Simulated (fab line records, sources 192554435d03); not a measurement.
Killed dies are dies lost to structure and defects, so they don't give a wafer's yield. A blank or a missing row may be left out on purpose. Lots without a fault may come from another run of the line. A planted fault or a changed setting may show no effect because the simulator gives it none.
Which tool did it? | flow n5_finfet | 11 lots, 32 wafers sampled, at 4 steps of a route of 1938

WHAT THE GAUGES READ, wafer by wafer
N5_MIM_TOP_LITHO_OVL_MEAS_11. Usual: MIM_TOP_OVL 2 nm, standard deviation 5.1.
lot  | measured     | on         | MIM_TOP_OVL (nm) | flag
L868 | day 11 21:28 | overlay-02 | 0 8 1            |
L870 | day 12 13:55 | overlay-02 | -2 3 7           |
L873 | day 13 14:19 | overlay-02 | 3 6 5            |
L872 | day 13 18:40 | overlay-01 | 4 -8 3           |
L875 | day 14 11:34 | overlay-02 | 4 4 3            |
L877 | day 14 22:34 | overlay-02 | 8 7 6            |
L883 | day 16 10:47 | overlay-01 | -10 0 -11        |
L885 | day 16 23:44 | overlay-02 | 7 6 -3           |
L884 | day 17 01:49 | overlay-01 | 2 0              |
L888 | day 18 14:58 | overlay-02 | 0 5 2            |
L889 | day 18 15:13 | overlay-01 | 1 -3 -6          |

N5_MIM_BOT_LITHO_OVL_MEAS_11. Usual: MIM_BOT_OVL 3 nm, standard deviation 6.3.
lot  | measured     | on         | MIM_BOT_OVL (nm) | flag
L868 | day 11 22:12 | overlay-01 | 7 4 11           |
L870 | day 12 14:46 | overlay-02 | 0 -10 -2         |
L873 | day 13 15:19 | overlay-01 | -1 1 -1          |
L872 | day 13 19:35 | overlay-02 | 6 1 12           |
L875 | day 14 12:27 | overlay-01 | -6 -1 0          |
L877 | day 14 23:26 | overlay-02 | 7 -9 6           |
L883 | day 16 12:18 | overlay-02 | 425 417 414      | OFF
L885 | day 17 00:37 | overlay-02 | 395 404 407      | OFF
L884 | day 17 02:55 | overlay-01 | 16 13            |
L888 | day 18 16:53 | overlay-02 | 9 3 7            |
L889 | day 18 17:27 | overlay-02 | 4 -1 5           |

N5_MIM_BOT_LITHO_INSPECT_12: inspects for defects (macro). Usual: raw_defect_count 2.1, standard deviation 1.4.
lot  | measured     | on                | raw_defect_count | flag
L868 | day 11 22:13 | defect_inspect-02 | 0 1 1            |
L870 | day 12 14:48 | defect_inspect-02 | 2 1 2            |
L873 | day 13 15:21 | defect_inspect-01 | 1 3 3            |
L872 | day 13 19:37 | defect_inspect-01 | 3 1 1            |
L875 | day 14 12:28 | defect_inspect-02 | 2 4 2            |
L877 | day 14 23:27 | defect_inspect-02 | 1 2 3            |
L883 | day 16 12:19 | defect_inspect-01 | 1 2 0            |
L885 | day 17 00:38 | defect_inspect-01 | 5 2 2            |
L884 | day 17 02:56 | defect_inspect-02 | 1 0              |
L888 | day 18 16:55 | defect_inspect-01 | 2 0 5            |
L889 | day 18 17:29 | defect_inspect-01 | 3 2 1            |

WHICH TOOL RAN EACH LOT (tool, then ch and the chambers of the sampled wafers, then the start)
lot  | N5_MIM_BOT_LITHO_EXPOSE_05
L868 | krf_scanner-01 ch 0, day 11 22:00
L870 | krf_scanner-02 ch 0, day 12 14:34
L873 | krf_scanner-02 ch 0, day 13 15:07
L872 | krf_scanner-02 ch 0, day 13 19:24
L875 | krf_scanner-01 ch 0, day 14 12:15
L877 | krf_scanner-01 ch 0, day 14 23:13
L883 | krf_scanner-01 ch 0, day 16 12:06
L885 | krf_scanner-01 ch 0, day 17 00:25
L884 | krf_scanner-02 ch 0, day 17 02:42
L888 | krf_scanner-02 ch 0, day 18 16:41
L889 | krf_scanner-02 ch 0, day 18 17:16
- N5_MIM_BOT_LITHO_EXPOSE_05: exposes mask MIM BOT.

WHAT THE TOOLS THEMSELVES READ (means of the sampled wafers that have a number; where no wafer has one, the mark that the record gives instead)
The record holds no such reading with a usual standard deviation.

THE ANSWER, worked out from the rows above alone
Rule: a lot is off if the mean of its wafers that have a number lies more than 3 standard deviations from the usual mean. A lot without any number at a reading at which 4 lots or more have one is off too. The other lots that the step has rows for count as sound. The gauges are gone through in route order, then the tools' own readings, and for those a lot's mean is taken as printed above. The first step at which some lot is off is used, and at that step the reading that is off furthest; a lot without a number counts as furthest.
Off: L883, L885, at N5_MIM_BOT_LITHO_OVL_MEAS_11 (MIM_BOT_OVL).
A tool fits if, at a process step before that reading, it ran every lot that is off, and no sound lot after the first of them. The gauges at N5_MIM_BOT_LITHO_OVL_MEAS_11 are tried like those tools. One fits: krf_scanner-01 at N5_MIM_BOT_LITHO_EXPOSE_05. Its last sound lot is L877 (day 14 23:13), its first lot that is off L883 (day 16 12:06): a fault that began between those two fits.

WHAT THE SIMULATOR HAD PUT IN
Scanner matching overlay: krf_scanner-01, from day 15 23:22 on, at N5_MIM_BOT_LITHO_EXPOSE_05. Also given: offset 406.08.
Lots struck among those shown: L883, L885. The rule above found the same.
